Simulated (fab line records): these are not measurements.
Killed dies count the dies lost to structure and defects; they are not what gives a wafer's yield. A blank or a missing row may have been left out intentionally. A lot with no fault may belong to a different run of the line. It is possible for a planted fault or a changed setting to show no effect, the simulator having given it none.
Chamber matching | flow nandHarc | 4 sister chambers for NHARC_A_STAIRCASE_DESCUM_168 on rieDiel-02
The step chemistry O2, time 3 s. 4 wafers are shown with their chamber, then 12 later ones without.

== WAFERS, EACH WITH ITS CHAMBER ==
wafer  | chamber | showerheadPlenumPTorr (Torr)
L082.4 | 2       | 1.80
L087.1 | 3       | 2.05
L087.4 | 0       | 1.85
L087.5 | 1       | 1.91

== WAFERS WITHOUT THEIR CHAMBER ==
wafer  | showerheadPlenumPTorr (Torr)
L092.2 | 2.04
L092.5 | 1.79
L092.6 | 1.91
L095.1 | 2.04
L095.2 | 1.90
L095.3 | 1.79
L095.4 | 1.84
L095.5 | 2.04
L095.6 | 1.79
L094.2 | 2.04
L094.5 | 1.79
L094.6 | 2.04

== THE CHAMBER EACH PASSED THROUGH ==
wafer  | from the rows above | in truth
L092.2 | 3                   | 3
L092.5 | 2                   | 2
L092.6 | 1                   | 1
L095.1 | 3                   | 3
L095.2 | 1                   | 1
L095.3 | 2                   | 2
L095.4 | 0                   | 0
L095.5 | 3                   | 3
L095.6 | 2                   | 2
L094.2 | 3                   | 3
L094.5 | 2                   | 2
L094.6 | 3                   | 3
Placed correctly: 12 of 12. Left unplaced by these rows: 0. Placed wrongly: 0.
How it was worked out, from the rows above alone: a wafer's distance from a chamber is the root of the sum, over the readings, of the square of ((its reading less the chamber's mean) divided by the reading's scatter). The wafer belongs to the nearest chamber; if the next one is less than 2 further off, it can't be placed. Each chamber's mean is taken over the wafers shown for it. The scatter (one wafer shown for each chamber): square how far every hidden wafer sits from the nearest shown wafer, average those squares and take the square root.
